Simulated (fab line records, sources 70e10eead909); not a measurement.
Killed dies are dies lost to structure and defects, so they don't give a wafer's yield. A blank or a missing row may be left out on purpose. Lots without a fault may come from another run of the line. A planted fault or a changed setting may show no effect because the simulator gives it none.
fab line records | flow nand_harc
record lots=6 wafers=18 last_day=24
route steps=1159 shown A_CONTACT@856 END@1159
lots that met no fault: from a run of the same line without faults
start_h: hours from the record's first day to the start of the lot's first wafer shown | wait_h: hours since the lot's step before | " the same as in the row above | L1.1+2: a row that stands for several wafers | - no value, or no start given | * or withheld: withheld | < > ~ a bound
route shown NAME@n: a module of which the file shows steps, and the number in the route of the first | usual: mean/standard deviation of fault-free wafers | same: alike in all rows | chamber/n: place in a boat | sites: the reading at each site | _std_site: their standard deviation | _edge_site: outer sites' mean less inner sites' | radius_mm: how far each site lies from the wafer's centre | mask NAME#n: copy n | behind: the tool/chamber that last shaped the wafer | hold: why the lot was held/for how many hours/how that ended | device: the transistor (n, p or np) that didn't switch | end of line: the same wafers' tests at the end of the route | a step without rows: its recipe alone | killed: dies lost to structure and defects at the first sort, not the wafer's yield | map: a wafer's dies, x killed, . not, _ none there
set.NAME: the setting as run; set.NAME@STEP: as run at that earlier step | model.NAME: the simulator's own value behind a step, which no gauge read
lots at some steps of the route; a table a step, a row a wafer
services: from which hour (start_h, from the record's first day; less than 0 if before it) a tool's chamber was out of use, for how many hours, and why
## steps
# step NHARC_A_CONTACT_INSPECT_44
# usual raw_defect_count=25/12
# columns lot.wafer tool chamber start_h wait_h raw_defect_count
L296.3 defect_inspect-02 - 373.90 0.0 10
L296.4 " - " " 7
L296.5 " - " " 13
L307.2 defect_inspect-01 - 437.40 0.1 33
L307.3 " - " " 32
L307.5 " - " " 22
L305.4 defect_inspect-02 - 438.09 0.0 33
L305.5 " - " " 40
L305.6 " - " " 51
L316.1 defect_inspect-02 - 491.95 0.0 56
L316.2 " - " " 31
L316.5 " - " " 38
L317.1 defect_inspect-02 - 492.15 0.0 42
L317.3 " - " " 32
L317.6 " - " " 62
L315.1 defect_inspect-02 - 495.63 0.0 16
L315.4 " - " " 19
L315.6 " - " " 23
# step NHARC_A_CONTACT_DESCUM_47
# recipe time_s=3 o2_flow_sccm=200 ar_flow_sccm=0 bias_power_w=0 chemistry=O2
# step NHARC_A_CONTACT_ETCH_48
# recipe target_depth_a=390 over_etch_frac=0.3 time_s=65 ion_energy_ev=80 cf4_flow_sccm=150 ar_flow_sccm=0 rf_w=300 bias_w=100 chemistry=CF4
# usual bias_w=99.99/0.28 cf4_flow_sccm=149.9/0.39 drypump_motor_current_A=5.67/0.23 oes_product_au=0.997/0.01 rf_vpp_V=151.0/1.1 showerhead_plenum_p_Torr=1.75/0.066 throttle_valve_pct=13.284/0.0096
# columns lot.wafer tool chamber start_h wait_h bias_w cf4_flow_sccm drypump_motor_current_A oes_product_au rf_hours_counter_h rf_vpp_V showerhead_plenum_p_Torr throttle_valve_pct
L296.3 rie_diel-08 1 374.13 0.1 100.22 150.1 5.93 0.990 14 152.8 1.84 13.276
L296.4 " 2 " " 100.33 150.1 5.37 0.992 14 149.7 1.66 13.295
L296.5 " 2 " " 99.94 150.2 5.33 0.993 - 150.6 1.66 13.278
L307.2 rie_diel-08 2 437.70 0.2 100.16 150.1 5.32 0.996 27 150.6 1.66 13.277
L307.3 " 0 " " 99.71 150.0 5.59 1.002 - 152.7 1.73 13.296
L307.5 " 2 " " 100.13 150.0 5.35 0.990 - 149.0 1.66 13.248
L305.4 rie_diel-11 0 438.28 0.1 100.20 150.3 5.44 0.991 23 151.7 1.84 13.277
L305.6 " 3 " " 100.24 149.7 5.82 0.995 - 151.0 1.82 13.278
L305.5 " 0 " " 100.13 150.2 5.44 0.995 - 152.8 1.84 13.293
L316.2 rie_diel-08 2 492.17 0.1 100.08 149.4 5.35 0.998 0 149.0 1.65 13.267
L316.1 " 3 " " 99.51 150.4 5.94 0.997 1 150.1 1.72 13.291
L316.5 " 1 " " 99.76 150.3 5.91 1.007 - 152.9 1.83 13.288
L317.1 rie_diel-11 3 492.30 0.1 100.00 149.3 5.79 0.985 44 152.4 1.81 13.286
L317.3 " 0 " " 100.35 149.4 5.44 0.998 45 152.8 1.84 13.295
L317.6 " 3 " " 100.02 149.5 5.80 0.998 - 152.0 1.81 13.284
L315.1 rie_diel-11 2 495.85 0.1 99.73 150.3 5.59 1.004 42 151.0 1.69 13.286
L315.4 " 0 " " 100.30 149.3 5.44 1.006 47 151.3 1.84 13.286
L315.6 " 3 " " 99.88 150.5 5.79 0.993 - 149.9 1.81 13.276
# step NHARC_A_CONTACT_ETCH_49
# recipe target_depth_a=2600 over_etch_frac=0.3 time_s=475.3 ion_energy_ev=200 n2_flow_sccm=150 h2_flow_sccm=150 ar_flow_sccm=0 rf_w=400 bias_w=150 chemistry=N2/H2
# usual bias_w=150.0/0.46 chamber_pressure_mTorr=30.001/0.028 drypump_motor_current_A=5.68/0.23 h2_flow_sccm=150.0/0.47 oes_product_au=0.997/0.011 rf_vpp_V=429.7/2.6 showerhead_plenum_p_Torr=2.01/0.084 throttle_valve_pct=14.172/0.0084
# columns lot.wafer tool chamber start_h wait_h bias_w chamber_pressure_mTorr drypump_motor_current_A h2_flow_sccm oes_product_au rf_hours_counter_h rf_vpp_V showerhead_plenum_p_Torr throttle_valve_pct
L296.4 rie_diel-08 2 - - 150.4 29.979 5.31 149.8 0.990 14 426.4 1.90 14.184
L296.3 " 3 " " 149.6 29.967 5.96 149.4 0.978 14 430.4 1.98 14.178
L296.5 " 0 " " 149.8 30.030 5.59 150.1 0.988 - 431.0 2.00 14.170
L307.2 rie_diel-08 2 437.82 0.1 150.2 29.993 5.32 150.1 0.994 27 426.5 1.90 14.153
L307.3 " 2 " " 149.6 29.958 5.37 150.5 0.994 - 425.6 1.90 14.172
L307.5 " 2 " " 150.8 29.988 5.36 150.6 0.991 - 424.6 1.90 14.175
L305.4 rie_diel-11 3 - - 149.7 30.008 5.82 150.1 0.992 24 432.6 2.10 14.188
L305.6 " 2 " " 150.4 29.995 5.59 149.5 1.008 - 426.3 1.95 14.168
L305.5 " 3 " " 149.4 30.008 5.78 150.8 0.999 - 433.1 2.10 14.176
L316.1 rie_diel-08 0 - - 149.4 29.995 5.60 149.8 1.028 1 429.4 1.99 14.167
L316.2 " 1 " " 150.5 29.985 5.95 150.0 1.020 1 432.9 2.12 14.180
L316.5 " 3 " " 149.5 30.007 5.99 149.5 0.999 - 428.8 1.98 14.166
L317.3 rie_diel-11 0 - - 149.6 29.984 5.45 149.1 1.005 45 434.1 2.13 14.165
L317.1 " 1 " " 150.4 30.010 5.77 149.7 0.993 43 428.0 1.97 14.157
L317.6 " 3 " " 150.1 30.041 5.82 150.4 1.001 - 432.2 2.10 14.179
L315.1 rie_diel-11 0 - - 149.3 29.980 5.45 150.7 1.004 47 432.2 2.12 14.171
L315.4 " 1 " " 150.0 30.000 5.78 150.3 0.985 45 428.6 1.96 14.183
L315.6 " 1 " " 151.3 29.974 5.76 150.5 0.990 - 427.9 1.97 14.166
# step NHARC_A_CONTACT_ETCH_50
# recipe target_depth_a=847 time_s=42.4 cf4_flow_sccm=100 chf3_flow_sccm=30 ar_flow_sccm=0 rf_w=500 bias_w=200 chemistry=CF4/CHF3
# step NHARC_A_CONTACT_ETCH_51
# recipe target_depth_a=36000 over_etch_frac=0.3 time_s=936 ion_energy_ev=150 o2_flow_sccm=400 cos_flow_sccm=20 ar_flow_sccm=0 rf_w=500 bias_w=300 chemistry=O2/COS
# step NHARC_A_CONTACT_ETCH_111
# recipe source_w=withheld pressure_mtorr=20 bias_v=withheld time_s=140 target_depth_a=7000 ar_flow_sccm=withheld c4f8_flow_sccm=withheld o2_flow_sccm=withheld chemistry=C4F8/O2/Ar
# step NHARC_A_CONTACT_ETCH_112
# recipe source_w=withheld pressure_mtorr=20 bias_v=3000 time_s=94 target_depth_a=9220 ar_flow_sccm=withheld c4f8_flow_sccm=withheld o2_flow_sccm=withheld chemistry=C4F8/O2/Ar
# usual chamber_pressure_mTorr=20.000/0.018 oes_air_line_au=1.000/0.023
# columns lot.wafer tool chamber start_h wait_h chamber_pressure_mTorr oes_air_line_au rf_hours_counter_h
L296.4 har_cap_etch-03 0 375.83 0.1 20.039 0.973 -
L296.3 " 1 " " 19.994 0.967 -
L296.5 " 1 " " 19.982 0.953 -
L307.2 har_cap_etch-03 1 439.78 0.2 19.976 1.037 101
L307.3 " 1 " " 19.977 1.030 -
L307.5 " 1 " " 19.988 1.016 -
L305.4 har_cap_etch-01 1 439.86 0.1 20.001 1.029 -
L305.5 " 0 " " 20.013 0.994 -
L305.6 " 1 " " 20.007 1.017 -
L316.1 har_cap_etch-01 0 493.53 0.2 20.034 0.991 64
L316.2 " 1 " " 19.986 1.018 64
L316.5 " 0 " " 20.006 1.012 -
L317.1 har_cap_etch-03 1 493.68 0.2 20.042 1.014 113
L317.3 " 1 " " 19.989 1.005 -
L317.6 " 0 " " 20.012 1.007 -
L315.1 har_cap_etch-02 1 497.32 0.1 20.015 0.976 39
L315.4 " 0 " " 20.021 0.990 -
L315.6 " 0 " " 20.027 0.979 -
# step NHARC_A_CONTACT_ETCH_113
# recipe source_w=withheld pressure_mtorr=20 bias_v=3000 time_s=94 target_depth_a=9220 ar_flow_sccm=withheld c4f8_flow_sccm=withheld o2_flow_sccm=withheld chemistry=C4F8/O2/Ar
# usual chamber_pressure_mTorr=19.998/0.019 oes_air_line_au=0.999/0.018
# columns lot.wafer tool chamber start_h wait_h chamber_pressure_mTorr oes_air_line_au rf_hours_counter_h
L296.4 har_cap_etch-03 0 375.92 0.1 19.993 0.985 -
L296.3 " 1 " " 20.006 1.029 -
L296.5 " 1 " " 20.001 1.046 -
L307.2 har_cap_etch-03 1 439.87 0.1 20.013 1.012 101
L307.3 " 1 " " 19.982 1.032 -
L307.5 " 1 " " 19.989 1.009 -
L305.4 har_cap_etch-01 1 439.95 0.1 20.013 0.987 -
L305.5 " 0 " " 20.012 0.997 -
L305.6 " 1 " " 20.010 0.987 -
L316.1 har_cap_etch-01 0 493.62 0.1 20.010 1.013 65
L316.2 " 1 " " 19.984 0.993 65
L316.5 " 0 " " 20.003 1.020 -
L317.1 har_cap_etch-03 1 493.77 0.1 20.009 0.988 113
L317.3 " 1 " " 19.982 0.979 -
L317.6 " 0 " " 20.004 0.996 -
L315.1 har_cap_etch-02 1 497.41 0.1 20.006 0.974 39
L315.4 " 0 " " 20.003 0.988 -
L315.6 " 0 " " 19.995 1.007 -
# step NHARC_A_CONTACT_ETCH_114
# recipe source_w=withheld pressure_mtorr=20 bias_v=3000 time_s=94 target_depth_a=9220 ar_flow_sccm=withheld c4f8_flow_sccm=withheld o2_flow_sccm=withheld chemistry=C4F8/O2/Ar
# step NHARC_A_CONTACT_ETCH_115
# recipe source_w=withheld pressure_mtorr=20 bias_v=3000 time_s=94 target_depth_a=9220 ar_flow_sccm=withheld c4f8_flow_sccm=withheld o2_flow_sccm=withheld chemistry=C4F8/O2/Ar
# usual chamber_pressure_mTorr=19.998/0.019 oes_air_line_au=1.000/0.023
# columns lot.wafer tool chamber start_h wait_h chamber_pressure_mTorr oes_air_line_au rf_hours_counter_h
L296.4 har_cap_etch-03 0 376.10 0.1 20.030 1.014 -
L296.3 " 1 " " 19.990 0.992 -
L296.5 " 1 " " 19.991 0.982 -
L307.2 har_cap_etch-03 1 440.05 0.1 19.979 1.006 101
L307.3 " 1 " " 19.997 1.008 -
L307.5 " 1 " " 19.999 1.025 -
L305.4 har_cap_etch-01 1 440.13 0.1 20.001 1.035 -
L305.5 " 0 " " 20.012 1.040 -
L305.6 " 1 " " 20.005 0.990 -
L316.1 har_cap_etch-01 0 493.80 0.1 19.973 1.002 65
L316.2 " 1 " " 19.992 0.979 65
L316.5 " 0 " " 20.026 0.969 -
L317.1 har_cap_etch-03 1 493.95 0.1 19.979 1.006 113
L317.3 " 1 " " 19.992 1.043 -
L317.6 " 0 " " 20.008 0.975 -
L315.1 har_cap_etch-02 1 497.59 0.1 20.007 1.004 40
L315.4 " 0 " " 19.958 1.006 -
L315.6 " 0 " " 19.970 1.024 -
# step NHARC_A_CONTACT_ETCH_116
# recipe source_w=withheld pressure_mtorr=20 bias_v=3000 time_s=94 target_depth_a=9220 ar_flow_sccm=withheld c4f8_flow_sccm=withheld o2_flow_sccm=withheld chemistry=C4F8/O2/Ar
# step NHARC_A_CONTACT_ETCH_117
# recipe source_w=withheld pressure_mtorr=20 bias_v=3000 time_s=94 target_depth_a=9220 ar_flow_sccm=withheld c4f8_flow_sccm=withheld o2_flow_sccm=withheld chemistry=C4F8/O2/Ar
# usual chamber_pressure_mTorr=19.998/0.018 oes_air_line_au=1.002/0.018
# columns lot.wafer tool chamber start_h wait_h chamber_pressure_mTorr oes_air_line_au rf_hours_counter_h
L296.4 har_cap_etch-03 0 376.28 0.1 20.014 0.981 -
L296.3 " 1 " " 19.997 0.984 -
L296.5 " 1 " " 20.017 1.005 -
L307.2 har_cap_etch-03 1 440.23 0.1 - - -
L307.3 " 1 " " - - -
L307.5 " 1 " " - - -
L305.4 har_cap_etch-01 1 440.31 0.1 - - -
L305.5 " 0 " " - - -
L305.6 " 1 " " - - -
L316.1 har_cap_etch-01 0 493.98 0.1 19.996 1.028 65
L316.2 " 1 " " 20.011 0.998 65
L316.5 " 0 " " 20.016 1.000 -
L317.1 har_cap_etch-03 1 494.13 0.1 20.001 1.023 113
L317.3 " 1 " " 20.013 1.029 -
L317.6 " 0 " " 20.032 1.008 -
L315.1 har_cap_etch-02 1 497.77 0.1 19.990 1.013 40
L315.4 " 0 " " 19.979 1.021 -
L315.6 " 0 " " 20.008 0.995 -
# step NHARC_A_CONTACT_ETCH_118
# recipe source_w=withheld pressure_mtorr=20 bias_v=3000 time_s=94 target_depth_a=9220 ar_flow_sccm=withheld c4f8_flow_sccm=withheld o2_flow_sccm=withheld chemistry=C4F8/O2/Ar
# step NHARC_END_SORT_01
# recipe temp_c=25
# usual killed_at_array=27/9.9 killed_at_other=0.5/0.76 killed_at_periphery=3.4/2.2 killed_dies=31/10 killed_open=3.3/2 killed_short=2.0/1.5
# same gross_dies=677
# columns lot.wafer tool chamber start_h wait_h hold killed_at_array killed_at_other killed_at_periphery killed_dies killed_open killed_short
L296.3 prober-02 0 447.72 3.1 - 15 0 4 19 4 1
L296.4 prober-02 0 448.51 3.4 - 13 0 4 17 3 1
L296.5 prober-02 0 449.31 3.7 - 18 0 4 22 1 3
L307.2 prober-01 0 510.52 2.8 await_dispo/4.8h/scrap 673 0 4 677 6 0
L307.3 prober-01 0 511.31 3.1 await_dispo/4.8h/scrap 674 1 2 677 3 2
L307.5 prober-01 0 512.90 3.7 await_dispo/4.8h/scrap 674 0 3 677 3 5
L305.4 prober-02 0 512.07 3.4 await_dispo/1.3h/scrap 675 1 1 677 2 0
L305.5 prober-02 0 512.89 3.7 await_dispo/1.3h/scrap 670 1 6 677 1 3
L305.6 prober-02 0 513.70 4.1 await_dispo/1.3h/scrap 671 1 5 677 3 2
L316.1 prober-02 0 558.05 2.5 - 49 0 3 52 5 1
L316.2 prober-02 0 558.86 2.8 - 33 1 8 42 2 3
L316.5 prober-02 0 561.29 3.7 - 37 0 5 42 3 1
L317.1 prober-01 0 558.06 2.5 - 44 1 2 47 5 5
L317.3 prober-01 0 559.63 3.0 - 30 0 3 33 2 0
L317.6 prober-01 0 561.98 3.9 - 54 0 5 59 7 3
L315.1 prober-01 0 565.73 2.5 - 19 0 3 22 3 1
L315.4 prober-01 0 568.11 3.4 - 27 0 10 37 2 4
L315.6 prober-01 0 569.69 4.0 - 25 0 8 33 2 1
# killed by level:class
L296.3 A_CHANNEL_HOLE_D1:chamber_film_flake=4 A_STAIRCASE:chamber_film_flake=3 A_CONTACT:chamber_film_flake=2 P_CONTACT:geometric_particle:open=1 A_SOURCE_PLATE:geometric_particle:open=1 A_CHANNEL_HOLE_D1:geometric_particle:open=1 A_CHANNEL_FILL_D1:geometric_particle:short=1 A_M0:geometric_particle:open=1
L296.4 A_CHANNEL_HOLE_D1:chamber_film_flake=8 P_CONTACT:geometric_particle:open=1 P_M0:geometric_particle:open=1 A_SOURCE_PLATE:geometric_particle:short=1 A_WL_FILL:geometric_particle:open=1 P_STI:chamber_film_flake=1 P_M2:chamber_film_flake=1 A_STAIRCASE:chamber_film_flake=1
L296.5 A_CHANNEL_HOLE_D1:chamber_film_flake=7 A_CONTACT:chamber_film_flake=4 A_WL_FILL:chamber_film_flake=3 P_M2:chamber_film_flake=2 P_BONDPAD:geometric_particle:short=1 A_CHANNEL_FILL_D1:geometric_particle:short=1 A_CONTACT:geometric_particle:short=1 A_CONTACT:geometric_particle:open=1
L307.2 A_CONTACT:area_etch=641 A_SLIT:chamber_film_flake=20 A_CHANNEL_HOLE_D1:chamber_film_flake=5 P_M0:geometric_particle:open=3 A_WL_FILL:chamber_film_flake=2 A_CONTACT:chamber_film_flake=2 A_CHANNEL_FILL_D1:geometric_particle:open=1 A_M0:geometric_particle:open=1
L307.3 A_CONTACT:area_etch=647 A_SLIT:chamber_film_flake=14 A_CHANNEL_HOLE_D1:chamber_film_flake=5 A_ONON_D1:geometric_particle:short=2 P_GATE:chamber_film_flake=2 A_SOURCE_PLATE:geometric_particle:open=1 A_ONON_D1:geometric_particle:open=1 A_CHANNEL_FILL_D1:geometric_particle:open=1
L305.4 A_CONTACT:area_etch=645 A_CHANNEL_HOLE_D1:chamber_film_flake=16 A_STAIRCASE:chamber_film_flake=12 P_M0:geometric_particle:open=1 A_SGD_CUT:geometric_particle:open=1 A_SLIT:chamber_film_flake=1 THIN_TSV:chamber_film_flake=1
L305.5 A_CONTACT:area_etch=638 A_CHANNEL_HOLE_D1:chamber_film_flake=16 A_STAIRCASE:chamber_film_flake=11 P_GATE:chamber_film_flake=3 A_SLIT:chamber_film_flake=2 P_CONTACT:geometric_particle:open=1 P_M0:geometric_particle:short=1 A_ONON_D1:geometric_particle:short=1
L307.5 A_CONTACT:area_etch=643 A_SLIT:chamber_film_flake=12 A_CONTACT:chamber_film_flake=9 A_CHANNEL_HOLE_D1:chamber_film_flake=4 P_CONTACT:geometric_particle:short=1 P_CONTACT:geometric_particle:open=1 P_M1:geometric_particle:open=1 A_ONON_D1:geometric_particle:short=1
L305.6 A_CONTACT:area_etch=632 A_CHANNEL_HOLE_D1:chamber_film_flake=28 A_STAIRCASE:chamber_film_flake=8 P_M0:geometric_particle:open=2 P_GATE:chamber_film_flake=2 P_CONTACT:geometric_particle:open=1 A_SOURCE_PLATE:geometric_particle:short=1 A_WL_FILL:geometric_particle:short=1
L316.1 A_SLIT:chamber_film_flake=29 A_CHANNEL_HOLE_D1:chamber_film_flake=4 A_WL_FILL:chamber_film_flake=4 A_CONTACT:chamber_film_flake=3 A_WL_FILL:geometric_particle:open=2 A_M1:chamber_film_flake=2 A_ONON_D1:geometric_particle:open=1 A_CONTACT:geometric_particle:open=1
L317.1 A_SLIT:chamber_film_flake=17 A_CHANNEL_HOLE_D1:chamber_film_flake=10 A_STAIRCASE:chamber_film_flake=6 A_ONON_D1:geometric_particle:short=2 A_CONTACT:chamber_film_flake=2 A_SOURCE_PLATE:geometric_particle:short=1 A_CHANNEL_FILL_D1:geometric_particle:open=1 A_CHANNEL_FILL_D1:geometric_particle:short=1
L316.2 A_SLIT:chamber_film_flake=15 A_CHANNEL_HOLE_D1:chamber_film_flake=9 P_M2:chamber_film_flake=5 A_CONTACT:chamber_film_flake=4 P_CONTACT:geometric_particle:open=2 A_STAIRCASE:chamber_film_flake=2 P_STI:geometric_particle:short=1 A_WL_FILL:geometric_particle:short=1
L317.3 A_SLIT:chamber_film_flake=19 A_CHANNEL_HOLE_D1:chamber_film_flake=6 A_STAIRCASE:chamber_film_flake=2 P_GATE:geometric_particle:open=1 A_BLC:geometric_particle:open=1 P_STI:chamber_film_flake=1 P_M2:chamber_film_flake=1 A_CHANNEL_FILL_D1:chamber_film_flake=1
L316.5 A_SLIT:chamber_film_flake=14 A_CHANNEL_HOLE_D1:chamber_film_flake=8 A_CONTACT:chamber_film_flake=5 A_WL_FILL:chamber_film_flake=4 P_M2:chamber_film_flake=3 A_M1:chamber_film_flake=2 P_CONTACT:geometric_particle:open=1 P_M0:geometric_particle:open=1
L317.6 A_SLIT:chamber_film_flake=21 A_STAIRCASE:chamber_film_flake=13 A_CHANNEL_HOLE_D1:chamber_film_flake=8 A_CONTACT:chamber_film_flake=3 A_BLC:geometric_particle:open=2 P_GATE:chamber_film_flake=2 P_STI:geometric_particle:open=1 A_CHANNEL_HOLE_D1:geometric_particle:open=1
L315.1 A_CHANNEL_HOLE_D1:chamber_film_flake=9 A_CONTACT:chamber_film_flake=4 A_CONTACT:geometric_particle:open=2 P_CONTACT:chamber_film_flake=2 A_SOURCE_PLATE:geometric_particle:open=1 A_WL_FILL:geometric_particle:short=1 P_M2:chamber_film_flake=1 A_ZERO_WELL:chamber_film_flake=1
L315.4 A_CHANNEL_HOLE_D1:chamber_film_flake=10 P_CONTACT:chamber_film_flake=6 A_CONTACT:chamber_film_flake=5 P_M2:chamber_film_flake=3 A_WL_FILL:geometric_particle:short=2 A_ZERO_WELL:chamber_film_flake=2 A_STAIRCASE:chamber_film_flake=2 P_CONTACT:geometric_particle:short=1
L315.6 A_CHANNEL_HOLE_D1:chamber_film_flake=12 P_CONTACT:chamber_film_flake=5 A_CONTACT:chamber_film_flake=4 P_M2:chamber_film_flake=3 A_STAIRCASE:chamber_film_flake=3 A_CHANNEL_FILL_D1:geometric_particle:open=1 A_WL_FILL:geometric_particle:short=1 A_CONTACT:geometric_particle:open=1
# map L305.4 (x killed, . not)
____________x____________
_________xxxxxxx_________
_______xxxxxxxxxxx_______
______xxxxxxxxxxxxx______
_____xxxxxxxxxxxxxxx_____
____xxxxxxxxxxxxxxxxx____
____xxxxxxxxxxxxxxxxx____
___xxxxxxxxxxxxxxxxxxx___
___xxxxxxxxxxxxxxxxxxx___
__xxxxxxxxxxxxxxxxxxxxx__
__xxxxxxxxxxxxxxxxxxxxx__
_xxxxxxxxxxxxxxxxxxxxxxx_
_xxxxxxxxxxxxxxxxxxxxxxx_
_xxxxxxxxxxxxxxxxxxxxxxx_
_xxxxxxxxxxxxxxxxxxxxxxx_
_xxxxxxxxxxxxxxxxxxxxxxx_
xxxxxxxxxxxxxxxxxxxxxxxxx
xxxxxxxxxxxxxxxxxxxxxxxxx
xxxxxxxxxxxxxxxxxxxxxxxxx
xxxxxxxxxxxxxxxxxxxxxxxxx
xxxxxxxxxxxxxxxxxxxxxxxxx
_xxxxxxxxxxxxxxxxxxxxxxx_
_xxxxxxxxxxxxxxxxxxxxxxx_
_xxxxxxxxxxxxxxxxxxxxxxx_
_xxxxxxxxxxxxxxxxxxxxxxx_
_xxxxxxxxxxxxxxxxxxxxxxx_
__xxxxxxxxxxxxxxxxxxxxx__
__xxxxxxxxxxxxxxxxxxxxx__
___xxxxxxxxxxxxxxxxxxx___
___xxxxxxxxxxxxxxxxxxx___
____xxxxxxxxxxxxxxxxx____
____xxxxxxxxxxxxxxxxx____
_____xxxxxxxxxxxxxxx_____
______xxxxxxxxxxxxx______
_______xxxxxxxxxxx_______
_________xxxxxxx_________
____________x____________
# map L307.2 (x killed, . not)
____________x____________
_________xxxxxxx_________
_______xxxxxxxxxxx_______
______xxxxxxxxxxxxx______
_____xxxxxxxxxxxxxxx_____
____xxxxxxxxxxxxxxxxx____
____xxxxxxxxxxxxxxxxx____
___xxxxxxxxxxxxxxxxxxx___
___xxxxxxxxxxxxxxxxxxx___
__xxxxxxxxxxxxxxxxxxxxx__
__xxxxxxxxxxxxxxxxxxxxx__
_xxxxxxxxxxxxxxxxxxxxxxx_
_xxxxxxxxxxxxxxxxxxxxxxx_
_xxxxxxxxxxxxxxxxxxxxxxx_
_xxxxxxxxxxxxxxxxxxxxxxx_
_xxxxxxxxxxxxxxxxxxxxxxx_
xxxxxxxxxxxxxxxxxxxxxxxxx
xxxxxxxxxxxxxxxxxxxxxxxxx
xxxxxxxxxxxxxxxxxxxxxxxxx
xxxxxxxxxxxxxxxxxxxxxxxxx
xxxxxxxxxxxxxxxxxxxxxxxxx
_xxxxxxxxxxxxxxxxxxxxxxx_
_xxxxxxxxxxxxxxxxxxxxxxx_
_xxxxxxxxxxxxxxxxxxxxxxx_
_xxxxxxxxxxxxxxxxxxxxxxx_
_xxxxxxxxxxxxxxxxxxxxxxx_
__xxxxxxxxxxxxxxxxxxxxx__
__xxxxxxxxxxxxxxxxxxxxx__
___xxxxxxxxxxxxxxxxxxx___
___xxxxxxxxxxxxxxxxxxx___
____xxxxxxxxxxxxxxxxx____
____xxxxxxxxxxxxxxxxx____
_____xxxxxxxxxxxxxxx_____
______xxxxxxxxxxxxx______
_______xxxxxxxxxxx_______
_________xxxxxxx_________
____________x____________
## services
# columns tool chamber start_h hours kind
rie_diel-08 3 359.70 1.3 repair
rie_diel-08 0 359.91 - clean
rie_diel-08 1 359.91 - clean
rie_diel-08 2 359.91 - clean
rie_diel-11 - 366.50 9.0 pm
rie_diel-11 0 366.50 9.0 vent_cycle
rie_diel-11 1 366.50 9.0 vent_cycle
rie_diel-11 2 366.50 10.1 vent_cycle
rie_diel-11 3 366.50 9.0 vent_cycle
rie_diel-11 0 375.50 - clean
rie_diel-11 1 375.50 - clean
rie_diel-11 3 375.50 - clean
rie_diel-11 3 375.50 - consumable_replace:esc
rie_diel-08 0 384.41 - clean
rie_diel-08 1 384.41 - clean
rie_diel-08 2 384.41 - clean
rie_diel-08 3 384.41 - clean
rie_diel-11 0 400.00 - clean
rie_diel-11 1 400.00 - clean
rie_diel-11 2 400.00 - clean
rie_diel-08 1 437.38 8.4 repair
har_cap_etch-03 - 446.99 7.1 repair
rie_diel-08 2 461.42 1.3 repair
rie_diel-08 - 478.80 9.0 pm
## key
first_sign step=NHARC_A_CONTACT_ETCH_117 reading=tool_record direction=missing
effect step=NHARC_END_SORT_01 reading=killed_at_array direction=up sigmas=65 usual=27 struck=673
more_kills_born_at NHARC_A_CONTACT_ETCH_117@har_cap_etch-03=1931 NHARC_A_CONTACT_ETCH_117@har_cap_etch-01=1915
met_at NHARC_A_CONTACT_ETCH_117
struck_wafers L305.4,L305.5,L305.6,L307.2,L307.3,L307.5
later_rows_left_out L305.4,L305.5,L305.6,L307.2,L307.3,L307.5
tester_left_out L305,L307
onset_between 376.28 440.23
fault kind=skipped_step_whole tool=har_cap_etch-01,har_cap_etch-03 chamber=- onset_h=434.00 steps=NHARC_A_CONTACT_ETCH_117 scope=struck_lots_only
# tester_left_out: of these lots the tester's yield and bins aren't shown, on N5 and GAA mostly nor the transistor test; their killed dies are dies lost to structure and defects alone, not to doping, threshold or leakage, so they don't give the yield
# later_rows_left_out: the simulator's readings of these wafers behind a module that went badly wrong aren't trusted and aren't shown, but for the sort
